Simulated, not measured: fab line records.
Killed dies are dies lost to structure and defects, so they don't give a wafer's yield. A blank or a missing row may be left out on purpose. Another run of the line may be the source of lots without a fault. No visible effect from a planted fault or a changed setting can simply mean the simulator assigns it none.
Chamber matching :: flow nand_harc :: cmp-04 running NHARC_A_STAIRCASE_CMP_450: 4 sister chambers
The step polishes SiO2, target thk 200 nm. 14 wafers are shown with their chamber, then 7 later ones without.

== WAFERS, EACH WITH ITS CHAMBER ==
wafer: L076.1
chamber: 0
motor_current_A (A): 11.6
edge_zone_pressure_frac: 1.006
slurry_flow_ml_min: 149.2

wafer: L076.2
chamber: 1
motor_current_A (A): 12.6
edge_zone_pressure_frac: 1.003
slurry_flow_ml_min: 149.5

wafer: L076.4
chamber: 3
motor_current_A (A): 13.3
edge_zone_pressure_frac: 0.996
slurry_flow_ml_min: 149.3

wafer: L079.1
chamber: 0
motor_current_A (A): 11.5
edge_zone_pressure_frac: 0.997
slurry_flow_ml_min: 150.2

wafer: L079.2
chamber: 2
motor_current_A (A): 14.3
edge_zone_pressure_frac: 0.998
slurry_flow_ml_min: 150.5

wafer: L079.3
chamber: 3
motor_current_A (A): 13.6
edge_zone_pressure_frac: 0.994
slurry_flow_ml_min: 149.3

wafer: L082.2
chamber: 3
motor_current_A (A): 13.5
edge_zone_pressure_frac: 0.998
slurry_flow_ml_min: 150.3

wafer: L082.4
chamber: 0
motor_current_A (A): 11.4
edge_zone_pressure_frac: 1.000
slurry_flow_ml_min: 149.8

wafer: L082.5
chamber: 3
motor_current_A (A): 13.9
edge_zone_pressure_frac: 0.999
slurry_flow_ml_min: 150.0

wafer: L087.3
chamber: 1
motor_current_A (A): 12.3
edge_zone_pressure_frac: 0.997
slurry_flow_ml_min: 150.1

wafer: L087.5
chamber: 0
motor_current_A (A): 11.5
edge_zone_pressure_frac: 1.003
slurry_flow_ml_min: 150.1

wafer: L087.6
chamber: 3
motor_current_A (A): 13.1
edge_zone_pressure_frac: 0.993
slurry_flow_ml_min: 149.7

wafer: L089.1
chamber: 3
motor_current_A (A): 13.0
edge_zone_pressure_frac: 0.993
slurry_flow_ml_min: 150.0

wafer: L089.4
chamber: 2
motor_current_A (A): 14.0
edge_zone_pressure_frac: 1.003
slurry_flow_ml_min: 150.2

SIGNATURES, as means of the wafers listed above
reading: motor_current_A
chamber 0: 11.500
chamber 1: 12.450
chamber 2: 14.150
chamber 3: 13.400
scatter within a chamber: 0.259

reading: edge_zone_pressure_frac
chamber 0: 1.00150
chamber 1: 1.00000
chamber 2: 1.00050
chamber 3: 0.99550
scatter within a chamber: 0.0033

reading: slurry_flow_ml_min
chamber 0: 149.825
chamber 1: 149.800
chamber 2: 150.350
chamber 3: 149.767
scatter within a chamber: 0.408
Rule: a wafer lies at a distance from a chamber equal to the root of the sum of squares, over the readings, of (its reading less the chamber's mean, divided by the reading's scatter). If the next closest chamber is less than 2 further off than the closest, the wafer can't be placed; otherwise it belongs to the closest. The scatter is the square root of a quotient: the sum, over the shown wafers, of each reading's squared deviation from its chamber's mean, divided by wafers minus chambers.

== WAFERS WITH NO CHAMBER GIVEN ==
wafer: L089.5
motor_current_A (A): 14.0
edge_zone_pressure_frac: 1.007
slurry_flow_ml_min: 150.5

wafer: L092.1
motor_current_A (A): 15.2
edge_zone_pressure_frac: 1.004
slurry_flow_ml_min: 150.1

wafer: L092.2
motor_current_A (A): 13.0
edge_zone_pressure_frac: 1.010
slurry_flow_ml_min: 149.2

wafer: L092.5
motor_current_A (A): 13.7
edge_zone_pressure_frac: 1.002
slurry_flow_ml_min: 149.9

wafer: L093.1
motor_current_A (A): 14.0
edge_zone_pressure_frac: 0.998
slurry_flow_ml_min: 149.8

wafer: L093.5
motor_current_A (A): 12.6
edge_zone_pressure_frac: 1.002
slurry_flow_ml_min: 149.7

wafer: L093.6
motor_current_A (A): 14.8
edge_zone_pressure_frac: 0.997
slurry_flow_ml_min: 150.1

== CHAMBER TAKEN BY EACH ==
wafer: L089.5
from the rows above: 2
in truth: 2

wafer: L092.1
from the rows above: 2
in truth: 2

wafer: L092.2
from the rows above: can't be placed: 1 or 3
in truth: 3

wafer: L092.5
from the rows above: can't be placed: 2 or 3
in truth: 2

wafer: L093.1
from the rows above: can't be placed: 2 or 3
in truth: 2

wafer: L093.5
from the rows above: 1
in truth: 1

wafer: L093.6
from the rows above: 2
in truth: 2
Placed correctly: 4 of 7. Unplaceable from these rows: 3, with the true chamber sitting among the candidates in 3. Number placed wrongly: 0.
